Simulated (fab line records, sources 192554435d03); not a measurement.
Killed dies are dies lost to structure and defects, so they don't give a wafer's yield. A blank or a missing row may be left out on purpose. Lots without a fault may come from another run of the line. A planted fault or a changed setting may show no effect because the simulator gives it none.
Split-lot experiment | flow n5_finfet | 7 lots, 39 wafers read, on a route of 1938 steps

THE SPLIT
At N5_PASSIVATION_DEVELOP_09 (develop time 60 s), the setting develop_time_s was moved away from the recipe's 60 s on 15 of the 39 wafers read, by -53.2% to +53.4%. The other wafers ran this setting at the recipe's value.

FROM THE SPLIT TO THE READING: what the file shows between them, 1 step
- N5_PASSIVATION_HARDBAKE_11: time 120 s

THE READING
cd_nm, in nm, at N5_PASSIVATION_CD_MEAS_10 (target cd 3000 nm). Fault-free wafers of this fab line usually give 3001.0 nm, standard deviation 2.1 nm.

wafer  | tool, chamber at the split | develop_time_s as run, s | against the recipe | cd_nm, nm | against lot-mates on the recipe
L078.1 | litho_track-03, 0          | 60                       | recipe             | 2999.4    | -
L078.2 | litho_track-03, 0          | 60                       | recipe             | 3002.2    | -
L078.3 | litho_track-03, 0          | 60                       | recipe             | 2999.9    | -
L078.4 | litho_track-03, 0          | 60                       | recipe             | 3000.2    | -
L078.5 | litho_track-03, 0          | 60                       | recipe             | 2997.5    | -
L078.6 | litho_track-03, 0          | 60                       | recipe             | 3000.5    | -
L081.1 | litho_track-04, 0          | 50.82                    | -15.3%             | 2999.0    | -0.1
L081.2 | litho_track-04, 0          | 50.82                    | -15.3%             | 2999.9    | +0.8
L081.3 | litho_track-04, 0          | 60                       | recipe             | 2998.4    | -
L081.4 | litho_track-04, 0          | 60                       | recipe             | 3002.4    | -
L081.5 | litho_track-04, 0          | 60                       | recipe             | 2996.4    | -
L081.6 | litho_track-04, 0          | 50.82                    | -15.3%             | 3000.2    | +1.1
L082.1 | litho_track-05, 0          | 39.15                    | -34.8%             | 2992.8    | -8.6
L082.2 | litho_track-05, 0          | 60                       | recipe             | 2999.1    | -
L082.3 | litho_track-05, 0          | 60                       | recipe             | 3001.8    | -
L082.4 | litho_track-05, 0          | 60                       | recipe             | 3003.2    | -
L082.5 | litho_track-05, 0          | 39.15                    | -34.8%             | 2993.2    | -8.2
L082.6 | litho_track-05, 0          | 39.15                    | -34.8%             | 2993.1    | -8.3
L084.3 | litho_track-03, 0          | 60                       | recipe             | 3003.1    | -
L084.5 | litho_track-03, 0          | 60                       | recipe             | 3000.4    | -
L084.6 | litho_track-03, 0          | 60                       | recipe             | 2999.1    | -
L087.1 | litho_track-04, 0          | 60                       | recipe             | 3002.9    | -
L087.2 | litho_track-04, 0          | 60                       | recipe             | 2998.7    | -
L087.3 | litho_track-04, 0          | 69.88                    | +16.5%             | 3008.1    | +6.2
L087.4 | litho_track-04, 0          | 60                       | recipe             | 3004.0    | -
L087.5 | litho_track-04, 0          | 69.88                    | +16.5%             | 3006.3    | +4.4
L087.6 | litho_track-04, 0          | 69.88                    | +16.5%             | 3002.6    | +0.7
L096.1 | litho_track-04, 0          | 28.05                    | -53.2%             | 2980.0    | -24.6
L096.2 | litho_track-04, 0          | 60                       | recipe             | 3004.6    | -
L096.3 | litho_track-04, 0          | 28.05                    | -53.2%             | 2982.4    | -22.2
L096.4 | litho_track-04, 0          | 60                       | recipe             | 3005.2    | -
L096.5 | litho_track-04, 0          | 60                       | recipe             | 3004.0    | -
L096.6 | litho_track-04, 0          | 28.05                    | -53.2%             | 2986.9    | -17.7
L095.1 | litho_track-05, 0          | 60                       | recipe             | 3001.6    | -
L095.2 | litho_track-05, 0          | 92.02                    | +53.4%             | 3009.1    | +8.0
L095.3 | litho_track-05, 0          | 60                       | recipe             | 3000.9    | -
L095.4 | litho_track-05, 0          | 60                       | recipe             | 3000.8    | -
L095.5 | litho_track-05, 0          | 92.02                    | +53.4%             | 3012.3    | +11.2
L095.6 | litho_track-05, 0          | 92.02                    | +53.4%             | 3011.1    | +10.0

THE FIT
A straight line over all 39 wafers: cd_nm changes by +0.249 nm for each +1% of develop_time_s; r = +0.91; the points scatter about the line by 2.8 nm.
The same after taking each lot's own level away (the mean of its wafers on the recipe; 39 wafers): +0.269 nm for each +1%; r = +0.90; scatter 3.2 nm.
On that fit, the largest move of develop_time_s shifts the reading by 14 nm.
The lots' own levels span 2999.07 to 3004.60 nm, that is 2.6 times the standard deviation above.
So the lot-to-lot level changes the slope little: the two slopes agree.
Check: with one of the wafers moved furthest among these (+53.4%) left out of the fit, the line predicts +15 nm for it against its lot-mates. It came out at +8 nm against them.

OTHER SPLITS ON THESE WAFERS
These wafers also went through other splits before the reading. Each is held against what the fit with the lots' levels taken away leaves over:
other split on the same wafers     | wafers away from the commonest value | r with cd_nm (lot level and that fit taken away)
N5_BEOL_M9_ETCH_62 time_s          | 18                                   | -0.36
N5_BEOL_M10_ETCH_62 time_s         | 15                                   | -0.05
N5_BEOL_M12_ETCH_59 target_depth_a | 12                                   | -0.16

THE WHOLE CHAIN: every reading that the file lists as answering this split, in the file's order
step                      | what it does             | reading                                                         | change (the file's fit)               | r (the file's)
N5_PASSIVATION_CD_MEAS_10 | target cd 3000 nm        | cd_nm                                                           | +0.272 nm for each +1% of the setting | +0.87
N5_PASSIVATION_DESCUM_12  | chemistry O2, time 7.9 s | TV_LITHO.cd_nm (the simulator's own value, which no gauge read) | +0.269 nm for each +1% of the setting | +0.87

THE FILE'S OWN FIT
cd_nm changes by +0.272 nm for each +1% of develop_time_s, r = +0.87.
